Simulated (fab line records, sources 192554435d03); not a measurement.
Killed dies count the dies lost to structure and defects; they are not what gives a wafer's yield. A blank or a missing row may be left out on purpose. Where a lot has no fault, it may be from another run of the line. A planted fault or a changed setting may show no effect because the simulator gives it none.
Lot-split experiment :: flow n5Finfet :: on a route of 1938 steps: 7 lots, 39 wafers read

## THE SPLIT ITSELF
At N5_BEOL_M6_DESCUM_33 (chemistry O2, time 7 s), the setting timeS was moved away from the recipe's 7 s on 12 of the 39 wafers read, by -58.0% to +15.6%. All remaining wafers had this setting at the recipe value.

The split's own step is where the reading is taken.

## THE READING
CAR-EUV_of_BEOL_M6_COAT_22.thkNm (the simulator's own value, which no gauge read), in nm, at N5_BEOL_M6_DESCUM_33 (chemistry O2, time 7 s). There is no usual value for it anywhere in the file. Across the 27 wafers here that went through the recipe, the average is 26.0 nm and the standard deviation 0.1 nm.

wafer: L076.1
tool, chamber at the split: rieDiel-06, 3,2
timeS as run, s: 7
against the recipe: recipe
CAR-EUV_of_BEOL_M6_COAT_22.thkNm, nm: 26
against lot-mates on the recipe: -

wafer: L076.3
tool, chamber at the split: rieDiel-06, 3,2
timeS as run, s: 7
against the recipe: recipe
CAR-EUV_of_BEOL_M6_COAT_22.thkNm, nm: 26
against lot-mates on the recipe: -

wafer: L076.6
tool, chamber at the split: rieDiel-06, 2
timeS as run, s: 7
against the recipe: recipe
CAR-EUV_of_BEOL_M6_COAT_22.thkNm, nm: 26.2
against lot-mates on the recipe: -

wafer: L081.1
tool, chamber at the split: rieDiel-01, 3,1,3
timeS as run, s: 2.943
against the recipe: -58.0%
CAR-EUV_of_BEOL_M6_COAT_22.thkNm, nm: 28
against lot-mates on the recipe: +2.0

wafer: L081.5
tool, chamber at the split: rieDiel-01, 3,1,3
timeS as run, s: 2.943
against the recipe: -58.0%
CAR-EUV_of_BEOL_M6_COAT_22.thkNm, nm: 28
against lot-mates on the recipe: +2.0

wafer: L081.6
tool, chamber at the split: rieDiel-01, 3,1,3
timeS as run, s: 2.943
against the recipe: -58.0%
CAR-EUV_of_BEOL_M6_COAT_22.thkNm, nm: 28
against lot-mates on the recipe: +2.0

wafer: L081.2
tool, chamber at the split: rieDiel-01, 2,1,2
timeS as run, s: 7
against the recipe: recipe
CAR-EUV_of_BEOL_M6_COAT_22.thkNm, nm: 26
against lot-mates on the recipe: -

wafer: L081.3
tool, chamber at the split: rieDiel-01, 2,1,2
timeS as run, s: 7
against the recipe: recipe
CAR-EUV_of_BEOL_M6_COAT_22.thkNm, nm: 26
against lot-mates on the recipe: -

wafer: L081.4
tool, chamber at the split: rieDiel-01, 2,1,2
timeS as run, s: 7
against the recipe: recipe
CAR-EUV_of_BEOL_M6_COAT_22.thkNm, nm: 26
against lot-mates on the recipe: -

wafer: L089.1
tool, chamber at the split: rieDiel-02, 3,2,3,2,0
timeS as run, s: 7
against the recipe: recipe
CAR-EUV_of_BEOL_M6_COAT_22.thkNm, nm: 26
against lot-mates on the recipe: -

wafer: L089.3
tool, chamber at the split: rieDiel-02, 3,2,3,2,0
timeS as run, s: 7
against the recipe: recipe
CAR-EUV_of_BEOL_M6_COAT_22.thkNm, nm: 26
against lot-mates on the recipe: -

wafer: L089.4
tool, chamber at the split: rieDiel-02, 3,2,3,2,0
timeS as run, s: 7
against the recipe: recipe
CAR-EUV_of_BEOL_M6_COAT_22.thkNm, nm: 26
against lot-mates on the recipe: -

wafer: L089.5
tool, chamber at the split: rieDiel-02, 3,2,3,2,0
timeS as run, s: 7
against the recipe: recipe
CAR-EUV_of_BEOL_M6_COAT_22.thkNm, nm: 26
against lot-mates on the recipe: -

wafer: L089.6
tool, chamber at the split: rieDiel-02, 3,2,3,2,0
timeS as run, s: 7
against the recipe: recipe
CAR-EUV_of_BEOL_M6_COAT_22.thkNm, nm: 26
against lot-mates on the recipe: -

wafer: L089.2
tool, chamber at the split: rieDiel-02, 0
timeS as run, s: 7
against the recipe: recipe
CAR-EUV_of_BEOL_M6_COAT_22.thkNm, nm: 25.8
against lot-mates on the recipe: -

wafer: L091.1
tool, chamber at the split: rieDiel-02, 2,0
timeS as run, s: 3.084
against the recipe: -55.9%
CAR-EUV_of_BEOL_M6_COAT_22.thkNm, nm: 28.2
against lot-mates on the recipe: +2.0

wafer: L091.2
tool, chamber at the split: rieDiel-02, 2,0
timeS as run, s: 3.084
against the recipe: -55.9%
CAR-EUV_of_BEOL_M6_COAT_22.thkNm, nm: 28.2
against lot-mates on the recipe: +2.0

wafer: L091.3
tool, chamber at the split: rieDiel-02, 1
timeS as run, s: 3.084
against the recipe: -55.9%
CAR-EUV_of_BEOL_M6_COAT_22.thkNm, nm: 28
against lot-mates on the recipe: +1.8

wafer: L091.4
tool, chamber at the split: rieDiel-02, 0,1,2
timeS as run, s: 7
against the recipe: recipe
CAR-EUV_of_BEOL_M6_COAT_22.thkNm, nm: 26.2
against lot-mates on the recipe: -

wafer: L091.5
tool, chamber at the split: rieDiel-02, 0,1,2
timeS as run, s: 7
against the recipe: recipe
CAR-EUV_of_BEOL_M6_COAT_22.thkNm, nm: 26.2
against lot-mates on the recipe: -

wafer: L091.6
tool, chamber at the split: rieDiel-02, 0,1,2
timeS as run, s: 7
against the recipe: recipe
CAR-EUV_of_BEOL_M6_COAT_22.thkNm, nm: 26.2
against lot-mates on the recipe: -

wafer: L092.1
tool, chamber at the split: rieDiel-06, 1,0,2,1,0
timeS as run, s: 7
against the recipe: recipe
CAR-EUV_of_BEOL_M6_COAT_22.thkNm, nm: 26
against lot-mates on the recipe: -

wafer: L092.3
tool, chamber at the split: rieDiel-06, 1,0,2,1,0
timeS as run, s: 7
against the recipe: recipe
CAR-EUV_of_BEOL_M6_COAT_22.thkNm, nm: 26
against lot-mates on the recipe: -

wafer: L092.4
tool, chamber at the split: rieDiel-06, 1,0,2,1,0
timeS as run, s: 7
against the recipe: recipe
CAR-EUV_of_BEOL_M6_COAT_22.thkNm, nm: 26
against lot-mates on the recipe: -

wafer: L092.5
tool, chamber at the split: rieDiel-06, 1,0,2,1,0
timeS as run, s: 7
against the recipe: recipe
CAR-EUV_of_BEOL_M6_COAT_22.thkNm, nm: 26
against lot-mates on the recipe: -

wafer: L092.6
tool, chamber at the split: rieDiel-06, 1,0,2,1,0
timeS as run, s: 7
against the recipe: recipe
CAR-EUV_of_BEOL_M6_COAT_22.thkNm, nm: 26
against lot-mates on the recipe: -

wafer: L092.2
tool, chamber at the split: rieDiel-06, 3
timeS as run, s: 7
against the recipe: recipe
CAR-EUV_of_BEOL_M6_COAT_22.thkNm, nm: 25.8
against lot-mates on the recipe: -

wafer: L095.1
tool, chamber at the split: rieDiel-01, 1
timeS as run, s: 7
against the recipe: recipe
CAR-EUV_of_BEOL_M6_COAT_22.thkNm, nm: 26
against lot-mates on the recipe: -

wafer: L095.2
tool, chamber at the split: rieDiel-01, 3,2,0
timeS as run, s: 8.094
against the recipe: +15.6%
CAR-EUV_of_BEOL_M6_COAT_22.thkNm, nm: 25.6
against lot-mates on the recipe: -0.5

wafer: L095.4
tool, chamber at the split: rieDiel-01, 3,2,0
timeS as run, s: 8.094
against the recipe: +15.6%
CAR-EUV_of_BEOL_M6_COAT_22.thkNm, nm: 25.6
against lot-mates on the recipe: -0.5

wafer: L095.5
tool, chamber at the split: rieDiel-01, 3,2,0
timeS as run, s: 8.094
against the recipe: +15.6%
CAR-EUV_of_BEOL_M6_COAT_22.thkNm, nm: 25.6
against lot-mates on the recipe: -0.5

wafer: L095.3
tool, chamber at the split: rieDiel-01, 0,1
timeS as run, s: 7
against the recipe: recipe
CAR-EUV_of_BEOL_M6_COAT_22.thkNm, nm: 26.2
against lot-mates on the recipe: -

wafer: L095.6
tool, chamber at the split: rieDiel-01, 0,1
timeS as run, s: 7
against the recipe: recipe
CAR-EUV_of_BEOL_M6_COAT_22.thkNm, nm: 26.2
against lot-mates on the recipe: -

wafer: L093.1
tool, chamber at the split: rieDiel-01, 1,2,2
timeS as run, s: 7
against the recipe: recipe
CAR-EUV_of_BEOL_M6_COAT_22.thkNm, nm: 26
against lot-mates on the recipe: -

wafer: L093.3
tool, chamber at the split: rieDiel-01, 1,2,2
timeS as run, s: 7
against the recipe: recipe
CAR-EUV_of_BEOL_M6_COAT_22.thkNm, nm: 26
against lot-mates on the recipe: -

wafer: L093.6
tool, chamber at the split: rieDiel-01, 1,2,2
timeS as run, s: 7
against the recipe: recipe
CAR-EUV_of_BEOL_M6_COAT_22.thkNm, nm: 26
against lot-mates on the recipe: -

wafer: L093.2
tool, chamber at the split: rieDiel-01, 3,0
timeS as run, s: 5.202
against the recipe: -25.7%
CAR-EUV_of_BEOL_M6_COAT_22.thkNm, nm: 27
against lot-mates on the recipe: +1.0

wafer: L093.4
tool, chamber at the split: rieDiel-01, 3,0
timeS as run, s: 5.202
against the recipe: -25.7%
CAR-EUV_of_BEOL_M6_COAT_22.thkNm, nm: 27
against lot-mates on the recipe: +1.0

wafer: L093.5
tool, chamber at the split: rieDiel-01, 3
timeS as run, s: 5.202
against the recipe: -25.7%
CAR-EUV_of_BEOL_M6_COAT_22.thkNm, nm: 26.8
against lot-mates on the recipe: +0.8
When a row names more than one chamber, that row covers several wafers, and the file does not tell which wafer ran in which chamber.

FIT RESULTS
A straight line over all 39 wafers: CAR-EUV_of_BEOL_M6_COAT_22.thkNm changes by -0.0352 nm for each +1% of timeS; r = -0.99; the points scatter about the line by 0.11 nm.
The same after taking each lot's own level away (the mean of its wafers on the recipe; 39 wafers): -0.0346 nm for each +1%; r = -1.00; scatter 0.07 nm.
The reading moves by 2 nm for the largest change in timeS, on that fit.
From 25.97 to 26.20 nm: that is the span of the lots' own levels, equal to 2.2 times the standard deviation above.
So the lot-to-lot level changes the slope little: the two slopes agree.
Check: +2.01 nm against its lot-mates is what the line predicts for one of the wafers moved furthest among these (-58.0%) when that wafer is left out of the fit. It came out at +2 nm against them.

## THESE WAFERS: OTHER SPLITS
Before the reading, these wafers also passed through other splits. Each is held against what the fit with the lots' levels taken away leaves over:
other split on the same wafers: N5_ZERO_LAYER_DEVELOP_10 developTimeS
wafers away from the commonest value: 15
r with CAR-EUV_of_BEOL_M6_COAT_22.thkNm (lot level and that fit taken away): +0.09

other split on the same wafers: N5_FIN_SAQP_SPACER2_ALD_28 targetThkA
wafers away from the commonest value: 12
r with CAR-EUV_of_BEOL_M6_COAT_22.thkNm (lot level and that fit taken away): +0.06

other split on the same wafers: N5_HKMG_FIN_ETCH_55 timeS
wafers away from the commonest value: 9
r with CAR-EUV_of_BEOL_M6_COAT_22.thkNm (lot level and that fit taken away): +0.04

other split on the same wafers: N5_BEOL_M1_ALD_84 aldCycles
wafers away from the commonest value: 18
r with CAR-EUV_of_BEOL_M6_COAT_22.thkNm (lot level and that fit taken away): +0.11

## FILE'S OWN FIT
CAR-EUV_of_BEOL_M6_COAT_22.thkNm changes by -0.0347 nm for each +1% of timeS, r = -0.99.
